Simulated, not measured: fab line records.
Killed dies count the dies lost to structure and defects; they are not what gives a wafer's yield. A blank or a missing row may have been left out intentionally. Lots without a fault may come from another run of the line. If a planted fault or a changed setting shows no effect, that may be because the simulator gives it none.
Struck lot and sound lot, side by side || flow n5Finfet || 20 out of 1938 route steps
Sound: wafers L511.1, L511.2, L511.3. Struck: wafer L518.1; the same lot's L518.5 was not struck, so it is left out; see the end for the cause.
Order at every step that has rows: each side's tool, ch and its chambers, its first start. Under that, the readings that differ: sound wafers || struck wafers || difference of the means || sigmas: that difference in standard deviations of wafers without a fault.
alike: a reading whose means differ by less than 2 such deviations, as well as words and numbers matching on both sides. not compared: withheld readings; readings where some wafer has no value; bounds like >300 that might hide an equal value; numbers whose values overlap and for which the record gives no deviation.
A row with sigmas, a row that says differs or no value, or rows on one side alone: a step with any of these is where the two part. Numbers that don't overlap but have no deviation are shown without sigmas and don't part them. A reading that every wafer of one side lacks parts them only if that side has two wafers or more.

first, 6 steps without rows for these wafers: N5_BEOL_M1_COAT_22 (resist thk 30 nm); N5_BEOL_M1_EBR_24; N5_BEOL_M1_SOFTBAKE_23 (time 60 s); N5_BEOL_M1_EXPOSE_25 (exposes mask V0, defocus 5 nm, target cd 24 nm); N5_BEOL_M1_PEB_26 (peb time 60 s); N5_BEOL_M1_DEVELOP_27 (develop time 30 s).
N5_BEOL_M1_CD_MEAS_28: target cd y 23.3 nm.
  sound on cdSem-02 ch 0, day 9 13:44; struck on cdSem-02 ch 0, day 11 00:04
  alike: cdNm
N5_BEOL_M1_OVL_MEAS_29:
  sound on overlay-02 ch 0, day 9 13:46; struck on overlay-02 ch 0, day 11 00:05
{"reading": "V0_OVL (nm)", "sound": "-0.4 -0.1 0.1", "struck": 1.2, "difference": "+1.3", "sigmas": "+2"}
N5_BEOL_M1_INSPECT_30: inspects for defects (brightfield).
  struck on defectInspect-01, day 11 00:09; sound on defectInspect-01, day 9 13:50
  alike: rawDefectCount
N5_BEOL_M1_DESCUM_33: chemistry O2, time 7 s.
  sound on rieDiel-03 ch 0,1,3, day 9 13:52; struck on rieDiel-03 ch 0, day 11 00:11
{"reading": "rfHoursCounterH (h)", "sound": "206 186 198", "struck": 218, "difference": "+21", "sigmas": ""}
  alike: drypumpMotorCurrentA, oesProductAu, rfFwdPowerW, rfVppV, showerheadPlenumPTorr, tempC, throttleValvePct
N5_BEOL_M1_ETCH_77: etches underlayer in N2/H2, target depth 6.5 nm, time 5.2 s.
  sound on rieDiel-03 ch 0,1,3, day 9 13:54; struck on rieDiel-03 ch 0, day 11 00:13
{"reading": "rfHoursCounterH (h)", "sound": "206 186 198", "struck": 218, "difference": "+21", "sigmas": ""}
  alike: drypumpMotorCurrentA, etchRfOnTimeS, oesProductAu, rfFwdPowerW, rfVppV, showerheadPlenumPTorr, throttleValvePct
N5_BEOL_M1_ETCH_69: etches SiARC in CF4, target depth 15.6 nm, time 26 s.
  sound on rieDiel-03 ch 0,1,3, day 9 13:55; struck on rieDiel-03 ch 0, day 11 00:14
{"reading": "rfHoursCounterH (h)", "sound": "206 186 198", "struck": 218, "difference": "+21", "sigmas": ""}
  alike: drypumpMotorCurrentA, etchRfOnTimeS, mfcArSccm, oesProductAu, rfFwdPowerW, rfVppV, showerheadPlenumPTorr, throttleValvePct
N5_BEOL_M1_ALD_98: deposits SiO2, target thk 2.5 nm, pulse time 1 s, co reactant pulse time 1 s.
  sound on aldSin-03 ch 0,1,3, day 9 14:00; struck on aldSin-03 ch 0, day 11 00:19
{"reading": "aldCycles", "sound": "17 17 17", "struck": 19, "difference": "+2", "sigmas": ""}
{"reading": "sinceWetCleanH (h)", "sound": "106 106 106", "struck": 140, "difference": "+34", "sigmas": ""}
  alike: heaterPowerW, precursorPulseHeightRel
N5_BEOL_M1_ETCHBACK_99: etches SiO2 in CHF3, target depth 5 nm, time 10.4 s.
  sound on rieDiel-06 ch 0,1,2, day 9 14:38; struck on rieDiel-03 ch 0, day 11 01:13
{"reading": "rfHoursCounterH (h)", "sound": "178 159 215", "struck": 219, "difference": "+35", "sigmas": ""}
  alike: drypumpMotorCurrentA, mfcArSccm, oes_ar_750_au, oesProductAu, rfFwdPowerW, rfVppV, showerheadPlenumPTorr, throttleValvePct
N5_BEOL_M1_ETCH_70: etches SOC in N2/H2, target depth 80 nm, overetch 16 nm, time 120 s.
  sound on rieDiel-06 ch 0,1,2, day 9 14:40; struck on rieDiel-03 ch 0, day 11 01:15
{"reading": "rfHoursCounterH (h)", "sound": "178 159 216", "struck": 219, "difference": "+35", "sigmas": ""}
  alike: drypumpMotorCurrentA, oesProductAu, rfFwdPowerW, rfVppV, showerheadPlenumPTorr, tempC, throttleValvePct
then, 2 steps without rows for these wafers: N5_BEOL_M1_STRIP_71 (strips in N2/H2); N5_BEOL_M1_STRIP_78 (strips in N2/H2).
N5_BEOL_M1_VIA_ETCH_34: etches the open film in C4F6/O2, target depth 67.8 nm, time 64.4 s.
  sound on rieDiel-06 ch 0,1,2, day 9 14:46; struck on rieDiel-03 ch 0, day 11 01:21
{"reading": "rfHoursCounterH (h)", "sound": "178 159 216", "struck": 219, "difference": "+35", "sigmas": ""}
{"reading": "model.BEOL_M1.cdNm (nm)", "sound": "17.8 18.2 17.8", "struck": 17.6, "difference": -0.3, "sigmas": ""}
  alike: drypumpMotorCurrentA, mfcArSccm, oes_ar_750_au, oesProductAu, rfFwdPowerW, rfVppV, showerheadPlenumPTorr, throttleValvePct
then, 1 step without rows for these wafers: N5_BEOL_M1_STRIP_83 (strips in C4F6/O2).
N5_BEOL_M4_RC_MEAS_101:
  sound on prober-01 ch 0, day 11 02:16; struck on prober-02 ch 0, day 12 18:53
{"reading": "DIBL_N (mV/V)", "sound": "39.2 38.7 41.4", "struck": 32.8, "difference": -7.0, "sigmas": -3}
{"reading": "DIBL_P (mV/V)", "sound": "36.8 36.8 39.9", "struck": 32.3, "difference": -5.5, "sigmas": -3}
{"reading": "IOFF_N (nA/um)", "sound": "0.17 0.17 0.22", "struck": 0.11, "difference": -0.08, "sigmas": -2}
{"reading": "SS_N (mV/dec)", "sound": "73.3 72.5 73.0", "struck": 70.5, "difference": -2.4, "sigmas": -3}
{"reading": "VT_N (mV)", "sound": "252 249 248", "struck": 257, "difference": "+7", "sigmas": "+2"}
  alike: IOFF_P, ION_N, ION_P, SS_P, VT_P

## WHERE THEY PART
At N5_BEOL_M1_OVL_MEAS_29 first; at N5_BEOL_M4_RC_MEAS_101 last (within this record only).

WHY: what had been put in by the simulator
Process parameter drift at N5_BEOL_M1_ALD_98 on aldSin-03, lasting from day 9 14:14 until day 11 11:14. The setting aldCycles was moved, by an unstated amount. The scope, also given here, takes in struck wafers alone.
